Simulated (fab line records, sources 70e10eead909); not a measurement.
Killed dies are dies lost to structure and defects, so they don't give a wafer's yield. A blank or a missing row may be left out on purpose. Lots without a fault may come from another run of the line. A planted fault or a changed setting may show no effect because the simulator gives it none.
A struck lot beside a sound one | flow nand_harc | 38 steps out of a route of 1302
Sound: wafers L147.3, L147.5, L147.6. Struck: wafers L156.3, L156.5. (L156.2 of the same lot was not struck and is left out.) The cause comes at the end.
At each step with rows: each side's tool, then ch and its chambers, then its first start. Under that, the readings that differ: sound wafers | struck wafers | difference of the means | sigmas: that difference in standard deviations of wafers without a fault.
alike: readings whose means differ by less than 2 such deviations, and words and numbers that are the same on both sides. not compared: withheld readings, readings that some wafer has no value for, bounds like >300 that may hide the same value, and numbers for which the record gives no deviation and whose values overlap.
The two part at a step that has a row with sigmas, a row that says differs or no value, or rows on one side only. Numbers that don't overlap but have no deviation are shown without sigmas and don't part them. A reading that every wafer of one side lacks parts them only if that side has two wafers or more.

first, 3 steps without rows for these wafers: NHARC_A_STAIRCASE_ETCH_313 (etches the open film in CF4/CHF3); NHARC_A_STAIRCASE_HM_OPEN_463 (chemistry O2/COS); NHARC_A_STAIRCASE_STRIP_464 (strips in O2/COS).
NHARC_A_STAIRCASE_ETCH_453: etches the open film in CF4/O2, target depth 30 nm, overetch 3 nm, time 16.5 s.
  sound on rie_diel-08 ch 1,2; struck on rie_diel-11 ch 3
  alike: bias_w, drypump_motor_current_A, o2_flow_sccm, oes_product_au, rf_vpp_V, showerhead_plenum_p_Torr, throttle_valve_pct
  not compared: rf_hours_counter_h
then, 6 steps without rows for these wafers: NHARC_A_STAIRCASE_ETCH_315 (etches the open film in C4F8/O2/Ar, target depth 2500 nm, time 607.1 s); NHARC_A_STAIRCASE_STRIP_316 (strips in O2); NHARC_A_STAIRCASE_STRIP_317 (strips in SPM, time 900 s); NHARC_A_STAIRCASE_PRECLEAN_318 (cleans in SC1); NHARC_A_STAIRCASE_SRD_329; NHARC_A_STAIRCASE_ALD_415 (deposits SiO2, target thk 30 nm, pulse time 6 s, ald cycles 300).
NHARC_A_STAIRCASE_ETCHBACK_416: etches the open film in C4F8/O2/Ar, target depth 36 nm, time 7.2 s.
  sound on rie_diel-01 ch 0,1,2; struck on rie_diel-01 ch 1,3, day 23 04:10
  alike: bias_w, oes_product_au, rf_vpp_V
  not compared: rf_hours_counter_h
NHARC_A_STAIRCASE_STRIP_476: strips in O2, time 20 s.
  sound on rie_diel-01 ch 1,2, day 18 10:30; struck on rie_diel-01 ch 2, day 23 04:14
  alike: drypump_motor_current_A, o2_flow_sccm, oes_product_au, rf_vpp_V, showerhead_plenum_p_Torr, throttle_valve_pct
  not compared: rf_hours_counter_h
then, 21 steps without rows for these wafers: NHARC_A_STAIRCASE_DEP_417 (deposits Si3N4, target thk 60 nm); NHARC_A_STAIRCASE_WET_418 (chemistry H3PO4, target depth 20 nm); NHARC_A_STAIRCASE_PRECLEAN_419 (cleans in SC1); NHARC_A_STAIRCASE_SRD_421; NHARC_A_STAIRCASE_ALD_420 (deposits SiO2, target thk 20 nm, pulse time 6 s, ald cycles 200); NHARC_A_STAIRCASE_CVD_552 (deposits SiNx, target thk 40 nm); NHARC_A_STAIRCASE_DEP_151 (deposits SiO2, target thk 7200 nm); NHARC_A_STAIRCASE_ANNEAL_320 (time 1800 s); NHARC_A_STAIRCASE_DEP_322 (deposits SiO2, target thk 7200 nm); NHARC_A_STAIRCASE_ANNEAL_323 (time 1800 s); NHARC_A_STAIRCASE_DEP_325 (deposits SiO2, target thk 7200 nm); NHARC_A_STAIRCASE_ANNEAL_326 (time 1800 s); NHARC_A_STAIRCASE_DEHYDRATE_433 (time 120 s); NHARC_A_STAIRCASE_HMDS_434 (time 30 s); NHARC_A_STAIRCASE_COAT_435; NHARC_A_STAIRCASE_SOFTBAKE_436 (time 170 s); NHARC_A_STAIRCASE_EBR_437; NHARC_A_STAIRCASE_EXPOSE_438 (exposes mask STAIR REV); NHARC_A_STAIRCASE_PEB_439 (peb time 130 s); NHARC_A_STAIRCASE_DEVELOP_440 (time 140 s); NHARC_A_STAIRCASE_HARDBAKE_442 (time 140 s).
NHARC_A_STAIRCASE_DESCUM_443: chemistry O2, time 3 s.
  sound on rie_diel-11 ch 1,2,3, day 19 17:05; struck on rie_diel-01 ch 0,3, day 24 15:43
  alike: drypump_motor_current_A, o2_flow_sccm, oes_product_au, rf_vpp_V, showerhead_plenum_p_Torr, throttle_valve_pct
  not compared: rf_hours_counter_h
NHARC_A_STAIRCASE_ETCH_444: etches the open film in C4F8/O2, target depth 20400 nm, time 6800 s.
  sound on rie_diel-11 ch 0,1,3, day 19 20:55; struck on rie_diel-01 ch 0,2, day 24 16:44
  reading      | sound       | struck  | difference | sigmas
  rf_vpp_V (V) | 805 806 811 | 816 816 | +9         | +2
  alike: bias_w, oes_product_au
  not compared: rf_hours_counter_h
NHARC_A_STAIRCASE_STRIP_446: strips in O2.
  sound on plasma_asher-02 ch 0,1, day 20 00:31; struck on plasma_asher-02 ch 0, day 24 20:12
  alike: drypump_motor_current_A, heater_power_w
  not compared: rf_hours_counter_h
NHARC_A_SGD_CUT_DESCUM_14: chemistry O2, time 3 s.
  sound on rie_diel-06 ch 0,2,3, day 20 04:16; struck on rie_diel-03 ch 0,3, day 25 02:22
  reading | sound | struck                                            | difference                   | sigmas
  hold    | - - - | await_dispo/2.4h/release await_dispo/2.4h/release | no value on the sound wafers |
  alike: drypump_motor_current_A, o2_flow_sccm, oes_product_au, rf_vpp_V, showerhead_plenum_p_Torr, throttle_valve_pct
  not compared: rf_hours_counter_h
-- the record jumps here: 5 days lie between the struck wafers' starts before and after (it left off in module A_SGD_CUT and takes up again in module END, whose first step shown is number 1302 of the route) --
NHARC_END_SORT_01:
  the record has rows for the struck wafers here (prober-01 ch 0, day 30 06:06) and none for the sound ones

WHERE THEY PART
First at NHARC_A_STAIRCASE_ETCH_444; last, within this record, at NHARC_END_SORT_01.

WHY: what the simulator had put in
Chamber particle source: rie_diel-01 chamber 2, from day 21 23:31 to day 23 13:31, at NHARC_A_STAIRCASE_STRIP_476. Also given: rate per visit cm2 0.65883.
